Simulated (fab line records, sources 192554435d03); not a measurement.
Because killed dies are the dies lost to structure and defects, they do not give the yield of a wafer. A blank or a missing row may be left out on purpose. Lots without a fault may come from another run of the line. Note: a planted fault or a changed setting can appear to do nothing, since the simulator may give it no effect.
Which of the tools did it? :: flow n5-finfet :: 66 wafers from 22 lots sampled at 4 of the route's 1938 steps

WHAT THE GAUGES READ, wafer by wafer
N5_WELL_APT_OVL_MEAS_26. Usual: PWELL_OVL typically reads 1 nm, with standard deviation 4.3.
lot: L075
measured: day 1 22:40
on: overlay-02
PWELL_OVL (nm): 1 9 4
flag: 

lot: L076
measured: day 2 02:51
on: overlay-01
PWELL_OVL (nm): 4 1 2
flag: 

lot: L077
measured: day 2 10:12
on: overlay-01
PWELL_OVL (nm): 7 2 5
flag: 

lot: L078
measured: day 2 15:08
on: overlay-02
PWELL_OVL (nm): -9 -2 -7
flag: 

lot: L079
measured: day 2 21:08
on: overlay-01
PWELL_OVL (nm): 3 3 4
flag: 

lot: L080
measured: day 3 03:34
on: overlay-01
PWELL_OVL (nm): -4 2 3
flag: 

lot: L081
measured: day 3 09:33
on: overlay-02
PWELL_OVL (nm): -1 1 -7
flag: 

lot: L082
measured: day 3 15:01
on: overlay-01
PWELL_OVL (nm): -5 -2 -8
flag: 

lot: L083
measured: day 3 21:09
on: overlay-02
PWELL_OVL (nm): 1 3 -3
flag: 

lot: L084
measured: day 4 02:59
on: overlay-01
PWELL_OVL (nm): 3 -4 1
flag: 

lot: L085
measured: day 4 08:52
on: overlay-02
PWELL_OVL (nm): -6 -2 -2
flag: 

lot: L087
measured: day 4 20:59
on: overlay-02
PWELL_OVL (nm): 4 3 13
flag: 

lot: L088
measured: day 5 03:36
on: overlay-02
PWELL_OVL (nm): 15 2 15
flag: 

lot: L089
measured: day 5 09:25
on: overlay-02
PWELL_OVL (nm): 0 2 2
flag: 

lot: L090
measured: day 5 15:07
on: overlay-02
PWELL_OVL (nm): 2 0 -3
flag: 

lot: L091
measured: day 5 20:51
on: overlay-01
PWELL_OVL (nm): -3 3 -4
flag: 

lot: L092
measured: day 6 02:50
on: overlay-02
PWELL_OVL (nm): -3 -7 6
flag: 

lot: L093
measured: day 6 09:14
on: overlay-02
PWELL_OVL (nm): -3 -2 -3
flag: 

lot: L094
measured: day 6 15:02
on: overlay-02
PWELL_OVL (nm): 1 4 6
flag: 

lot: L095
measured: day 6 21:12
on: overlay-01
PWELL_OVL (nm): -6 -4 2
flag: 

lot: L096
measured: day 7 02:58
on: overlay-01
PWELL_OVL (nm): 5 1 1
flag: 

lot: L097
measured: day 7 08:43
on: overlay-01
PWELL_OVL (nm): 4 6 3
flag: 

N5_PMOS_HMC_CHANNEL_EPI_INSPECT_11: inspects for defects (macro). Usual: raw-defect-count 1.8, standard deviation 1.4.
lot: L075
measured: day 2 01:16
on: defect-inspect-02
raw-defect-count: 2 1 1
flag: 

lot: L076
measured: day 2 04:56
on: defect-inspect-01
raw-defect-count: 2 1 4
flag: 

lot: L077
measured: day 2 12:59
on: defect-inspect-01
raw-defect-count: 3 2 1
flag: 

lot: L078
measured: day 2 17:19
on: defect-inspect-02
raw-defect-count: 1 2 4
flag: 

lot: L079
measured: day 2 23:39
on: defect-inspect-02
raw-defect-count: 2 3 2
flag: 

lot: L080
measured: day 3 05:53
on: defect-inspect-02
raw-defect-count: 1 2 1
flag: 

lot: L081
measured: day 3 11:55
on: defect-inspect-02
raw-defect-count: 3 3 0
flag: 

lot: L082
measured: day 3 18:29
on: defect-inspect-02
raw-defect-count: 0 4 3
flag: 

lot: L083
measured: day 4 00:10
on: defect-inspect-02
raw-defect-count: 3 0 1
flag: 

lot: L084
measured: day 4 05:41
on: defect-inspect-02
raw-defect-count: 3 2 1
flag: 

lot: L085
measured: day 4 11:26
on: defect-inspect-02
raw-defect-count: 1 1 0
flag: 

lot: L087
measured: day 4 23:31
on: defect-inspect-02
raw-defect-count: 7 3 1
flag: 

lot: L088
measured: day 5 05:48
on: defect-inspect-02
raw-defect-count: 3 2 0
flag: 

lot: L089
measured: day 5 11:41
on: defect-inspect-01
raw-defect-count: 7 1 5
flag: 

lot: L090
measured: day 5 17:35
on: defect-inspect-02
raw-defect-count: 0 4 2
flag: 

lot: L091
measured: day 5 23:04
on: defect-inspect-02
raw-defect-count: 0 1 0
flag: 

lot: L092
measured: day 6 04:58
on: defect-inspect-01
raw-defect-count: 2 2 0
flag: 

lot: L093
measured: day 6 11:32
on: defect-inspect-01
raw-defect-count: 1 1 2
flag: 

lot: L094
measured: day 6 17:13
on: defect-inspect-02
raw-defect-count: 1 3 3
flag: 

lot: L095
measured: day 6 23:33
on: defect-inspect-02
raw-defect-count: 2 0 2
flag: 

lot: L096
measured: day 7 05:14
on: defect-inspect-02
raw-defect-count: 3 2 0
flag: 

lot: L097
measured: day 7 11:09
on: defect-inspect-02
raw-defect-count: 1 3 2
flag: 

N5_FIN_SAQP_OVL_MEAS_17. Usual: FIN_CORE_OVL typically reads 0.3 nm, with standard deviation 0.8.
lot: L075
measured: day 2 05:22
on: overlay-01
FIN_CORE_OVL (nm): 0.9 0.1 0.7
flag: 

lot: L076
measured: day 2 09:17
on: overlay-01
FIN_CORE_OVL (nm): -0.4 0.4 0.1
flag: 

lot: L077
measured: day 2 17:26
on: overlay-02
FIN_CORE_OVL (nm): 1.6 -0.3 0.6
flag: 

lot: L078
measured: day 2 21:46
on: overlay-01
FIN_CORE_OVL (nm): 1.0 0.2 -0.1
flag: 

lot: L079
measured: day 3 04:45
on: overlay-02
FIN_CORE_OVL (nm): 0.1 0.7 0.0
flag: 

lot: L080
measured: day 3 10:35
on: overlay-01
FIN_CORE_OVL (nm): 0.0 0.6 -0.5
flag: 

lot: L081
measured: day 3 16:08
on: overlay-02
FIN_CORE_OVL (nm): 0.9 -0.3 0.9
flag: 

lot: L082
measured: day 3 22:52
on: overlay-01
FIN_CORE_OVL (nm): 0.7 0.9 0.6
flag: 

lot: L083
measured: day 4 04:27
on: overlay-02
FIN_CORE_OVL (nm): 0.6 0.0 0.2
flag: 

lot: L084
measured: day 4 10:19
on: overlay-01
FIN_CORE_OVL (nm): 0.1 0.5 1.0
flag: 

lot: L085
measured: day 4 16:07
on: overlay-02
FIN_CORE_OVL (nm): 2.2 -0.6 1.6
flag: 

lot: L087
measured: day 5 05:29
on: overlay-01
FIN_CORE_OVL (nm): 0.4 1.3 0.6
flag: 

lot: L088
measured: day 5 10:16
on: overlay-02
FIN_CORE_OVL (nm): 0.0 0.7 0.9
flag: 

lot: L089
measured: day 5 16:12
on: overlay-02
FIN_CORE_OVL (nm): 0.3 1.2 1.6
flag: 

lot: L090
measured: day 5 21:53
on: overlay-01
FIN_CORE_OVL (nm): -0.7 -0.8 0.1
flag: 

lot: L091
measured: day 6 03:38
on: overlay-01
FIN_CORE_OVL (nm): 0.4 0.5 -1.1
flag: 

lot: L092
measured: day 6 09:48
on: overlay-01
FIN_CORE_OVL (nm): 1.2 0.4 1.0
flag: 

lot: L093
measured: day 6 15:50
on: overlay-01
FIN_CORE_OVL (nm): -1.2 0.3 0.5
flag: 

lot: L094
measured: day 6 21:38
on: overlay-01
FIN_CORE_OVL (nm): 0.5 0.8 0.9
flag: 

lot: L095
measured: day 7 03:56
on: overlay-01
FIN_CORE_OVL (nm): 1.0 0.2 -0.2
flag: 

lot: L096
measured: day 7 10:23
on: overlay-01
FIN_CORE_OVL (nm): 1.7 0.7 0.2
flag: 

lot: L097
measured: day 7 15:23
on: overlay-01
FIN_CORE_OVL (nm): 1.3 0.0 -0.8
flag: 

WHAT TOOL EACH LOT RAN ON (gives the tool, then ch and the chambers of the sampled wafers, and finally the start)
lot: L075
N5_PMOS_HMC_CHANNEL_EPI_ETCH_32: rie-diel-06 ch 1,2,3, day 2 01:20

lot: L076
N5_PMOS_HMC_CHANNEL_EPI_ETCH_32: rie-diel-05 ch 0,2,3, day 2 05:00

lot: L077
N5_PMOS_HMC_CHANNEL_EPI_ETCH_32: rie-diel-06 ch 2,3, day 2 13:03

lot: L078
N5_PMOS_HMC_CHANNEL_EPI_ETCH_32: rie-diel-02 ch 0,1,2, day 2 17:36

lot: L079
N5_PMOS_HMC_CHANNEL_EPI_ETCH_32: rie-diel-06 ch 0,1,3, day 2 23:43

lot: L080
N5_PMOS_HMC_CHANNEL_EPI_ETCH_32: rie-diel-02 ch 0,1,2, day 3 05:58

lot: L081
N5_PMOS_HMC_CHANNEL_EPI_ETCH_32: rie-diel-06 ch 1,2, day 3 11:59

lot: L082
N5_PMOS_HMC_CHANNEL_EPI_ETCH_32: rie-diel-02 ch 2,3, day 3 18:49

lot: L083
N5_PMOS_HMC_CHANNEL_EPI_ETCH_32: rie-diel-05 ch 0,1,2, day 4 00:15

lot: L084
N5_PMOS_HMC_CHANNEL_EPI_ETCH_32: rie-diel-06 ch 0,1,3, day 4 05:45

lot: L085
N5_PMOS_HMC_CHANNEL_EPI_ETCH_32: rie-diel-06 ch 0,2,3, day 4 11:30

lot: L087
N5_PMOS_HMC_CHANNEL_EPI_ETCH_32: rie-diel-02 ch 0,3, day 4 23:35

lot: L088
N5_PMOS_HMC_CHANNEL_EPI_ETCH_32: rie-diel-05 ch 1,2, day 5 05:52

lot: L089
N5_PMOS_HMC_CHANNEL_EPI_ETCH_32: rie-diel-06 ch 0,1,2, day 5 11:45

lot: L090
N5_PMOS_HMC_CHANNEL_EPI_ETCH_32: rie-diel-05 ch 1,2,3, day 5 17:39

lot: L091
N5_PMOS_HMC_CHANNEL_EPI_ETCH_32: rie-diel-02 ch 2,3, day 5 23:08

lot: L092
N5_PMOS_HMC_CHANNEL_EPI_ETCH_32: rie-diel-05 ch 0,1,3, day 6 05:01

lot: L093
N5_PMOS_HMC_CHANNEL_EPI_ETCH_32: rie-diel-02 ch 0,3, day 6 11:35

lot: L094
N5_PMOS_HMC_CHANNEL_EPI_ETCH_32: rie-diel-02 ch 0,1,2, day 6 17:17

lot: L095
N5_PMOS_HMC_CHANNEL_EPI_ETCH_32: rie-diel-02 ch 0,1,2, day 6 23:37

lot: L096
N5_PMOS_HMC_CHANNEL_EPI_ETCH_32: rie-diel-05 ch 0,3, day 7 05:18

lot: L097
N5_PMOS_HMC_CHANNEL_EPI_ETCH_32: rie-diel-06 ch 0,1,3, day 7 11:13
- N5_PMOS_HMC_CHANNEL_EPI_ETCH_32: etches BARC in N2/H2, stops on SiO2, target depth 85.8 nm, time 50.3 s.

WHAT THE TOOLS THEMSELVES READ (means of the sampled wafers that have a number; where no wafer has one, the mark that the record gives instead)
N5_PMOS_HMC_CHANNEL_EPI_ETCH_32. Usual: drypump-motor-current-A 5.6 A, standard deviation 0.42; oes-product-au 0.66 a.u., standard deviation 0.058; rf-fwd-power-W 830 W, standard deviation 3.5; rf-vpp-V 524.2 V, standard deviation 2; showerhead-plenum-p-Torr 2.56 Torr, standard deviation 0.067; throttle-valve-pct 17.92 %, standard deviation 0.24.
lot: L075
tool: rie-diel-06
drypump-motor-current-A (A): 6.0
oes-product-au (a.u.): 0.64
rf-fwd-power-W (W): 828
rf-vpp-V (V): 524.9
showerhead-plenum-p-Torr (Torr): 2.62
throttle-valve-pct (%): 17.96
flag: 

lot: L076
tool: rie-diel-05
drypump-motor-current-A (A): 5.5
oes-product-au (a.u.): 0.71
rf-fwd-power-W (W): 833
rf-vpp-V (V): 523.4
showerhead-plenum-p-Torr (Torr): 2.53
throttle-valve-pct (%): 17.63
flag: 

lot: L077
tool: rie-diel-06
drypump-motor-current-A (A): 5.7
oes-product-au (a.u.): 0.66
rf-fwd-power-W (W): 826
rf-vpp-V (V): 527.3
showerhead-plenum-p-Torr (Torr): 2.66
throttle-valve-pct (%): 17.92
flag: 

lot: L078
tool: rie-diel-02
drypump-motor-current-A (A): 5.6
oes-product-au (a.u.): 0.71
rf-fwd-power-W (W): 832
rf-vpp-V (V): 524.3
showerhead-plenum-p-Torr (Torr): 2.57
throttle-valve-pct (%): 17.89
flag: 

lot: L079
tool: rie-diel-06
drypump-motor-current-A (A): 5.8
oes-product-au (a.u.): 0.66
rf-fwd-power-W (W): 826
rf-vpp-V (V): 523.5
showerhead-plenum-p-Torr (Torr): 2.56
throttle-valve-pct (%): 18.02
flag: 

lot: L080
tool: rie-diel-02
drypump-motor-current-A (A): 5.6
oes-product-au (a.u.): 0.70
rf-fwd-power-W (W): 832
rf-vpp-V (V): 524.6
showerhead-plenum-p-Torr (Torr): 2.57
throttle-valve-pct (%): 17.89
flag: 

lot: L081
tool: rie-diel-06
drypump-motor-current-A (A): 6.2
oes-product-au (a.u.): 0.62
rf-fwd-power-W (W): 831
rf-vpp-V (V): 523.4
showerhead-plenum-p-Torr (Torr): 2.58
throttle-valve-pct (%): 18.01
flag: 

lot: L082
tool: rie-diel-02
drypump-motor-current-A (A): 5.9
oes-product-au (a.u.): 0.65
rf-fwd-power-W (W): 831
rf-vpp-V (V): 523.5
showerhead-plenum-p-Torr (Torr): 2.55
throttle-valve-pct (%): 17.90
flag: 

lot: L083
tool: rie-diel-05
drypump-motor-current-A (A): 5.7
oes-product-au (a.u.): 0.71
rf-fwd-power-W (W): 832
rf-vpp-V (V): 524.7
showerhead-plenum-p-Torr (Torr): 2.57
throttle-valve-pct (%): 17.53
flag: 

lot: L084
tool: rie-diel-06
drypump-motor-current-A (A): 5.8
oes-product-au (a.u.): 0.65
rf-fwd-power-W (W): 828
rf-vpp-V (V): 524.6
showerhead-plenum-p-Torr (Torr): 2.55
throttle-valve-pct (%): 18.04
flag: 

lot: L085
tool: rie-diel-06
drypump-motor-current-A (A): 5.5
oes-product-au (a.u.): 0.67
rf-fwd-power-W (W): 827
rf-vpp-V (V): 526.0
showerhead-plenum-p-Torr (Torr): 2.59
throttle-valve-pct (%): 18.00
flag: 

lot: L087
tool: rie-diel-02
drypump-motor-current-A (A): 5.3
oes-product-au (a.u.): 0.60
rf-fwd-power-W (W): 832
rf-vpp-V (V): 524.7
showerhead-plenum-p-Torr (Torr): 2.58
throttle-valve-pct (%): 18.18
flag: 

lot: L088
tool: rie-diel-05
drypump-motor-current-A (A): 5.8
oes-product-au (a.u.): 0.66
rf-fwd-power-W (W): 830
rf-vpp-V (V): 526.7
showerhead-plenum-p-Torr (Torr): 2.62
throttle-valve-pct (%): 17.72
flag: 

lot: L089
tool: rie-diel-06
drypump-motor-current-A (A): 5.8
oes-product-au (a.u.): 0.64
rf-fwd-power-W (W): 831
rf-vpp-V (V): 524.0
showerhead-plenum-p-Torr (Torr): 2.55
throttle-valve-pct (%): 18.05
flag: 

lot: L090
tool: rie-diel-05
drypump-motor-current-A (A): 5.6
oes-product-au (a.u.): 0.65
rf-fwd-power-W (W): 831
rf-vpp-V (V): 525.1
showerhead-plenum-p-Torr (Torr): 2.58
throttle-valve-pct (%): 17.84
flag: 

lot: L091
tool: rie-diel-02
drypump-motor-current-A (A): 5.7
oes-product-au (a.u.): 0.61
rf-fwd-power-W (W): 829
rf-vpp-V (V): 523.7
showerhead-plenum-p-Torr (Torr): 2.52
throttle-valve-pct (%): 18.06
flag: 

lot: L092
tool: rie-diel-05
drypump-motor-current-A (A): 5.3
oes-product-au (a.u.): 0.65
rf-fwd-power-W (W): 832
rf-vpp-V (V): 523.7
showerhead-plenum-p-Torr (Torr): 2.53
throttle-valve-pct (%): 17.74
flag: 

lot: L093
tool: rie-diel-02
drypump-motor-current-A (A): 5.4
oes-product-au (a.u.): 0.59
rf-fwd-power-W (W): 829
rf-vpp-V (V): 524.0
showerhead-plenum-p-Torr (Torr): 2.55
throttle-valve-pct (%): 18.19
flag: 

lot: L094
tool: rie-diel-02
drypump-motor-current-A (A): 5.6
oes-product-au (a.u.): 0.67
rf-fwd-power-W (W): 833
rf-vpp-V (V): 524.5
showerhead-plenum-p-Torr (Torr): 2.56
throttle-valve-pct (%): 17.94
flag: 

lot: L095
tool: rie-diel-02
drypump-motor-current-A (A): 5.6
oes-product-au (a.u.): 0.67
rf-fwd-power-W (W): 829
rf-vpp-V (V): 523.5
showerhead-plenum-p-Torr (Torr): 2.56
throttle-valve-pct (%): 17.94
flag: 

lot: L096
tool: rie-diel-05
drypump-motor-current-A (A): 5.1
oes-product-au (a.u.): 0.64
rf-fwd-power-W (W): 833
rf-vpp-V (V): 521.6
showerhead-plenum-p-Torr (Torr): 2.48
throttle-valve-pct (%): 17.85
flag: 

lot: L097
tool: rie-diel-06
drypump-motor-current-A (A): 5.8
oes-product-au (a.u.): 0.64
rf-fwd-power-W (W): 828
rf-vpp-V (V): 523.8
showerhead-plenum-p-Torr (Torr): 2.54
throttle-valve-pct (%): 18.07
flag: 

THE ANSWER, worked out from the rows above alone
Rule: take the mean of a lot's wafers that have a number; if it is more than 3 standard deviations from the usual mean, the lot is off. A lot without any number at a reading at which 4 lots or more have one is off too. Where the step has rows for the other lots, those lots are counted as sound. First the gauges in route order, then the tools' own readings, where a lot's mean is used as printed above. At the first step where some lot is off, the reading lying furthest off is the one used; lots without a number count as furthest.
No lot is off at any reading shown: from this, nothing can be told.

WHAT THE SIMULATOR HAD INSERTED
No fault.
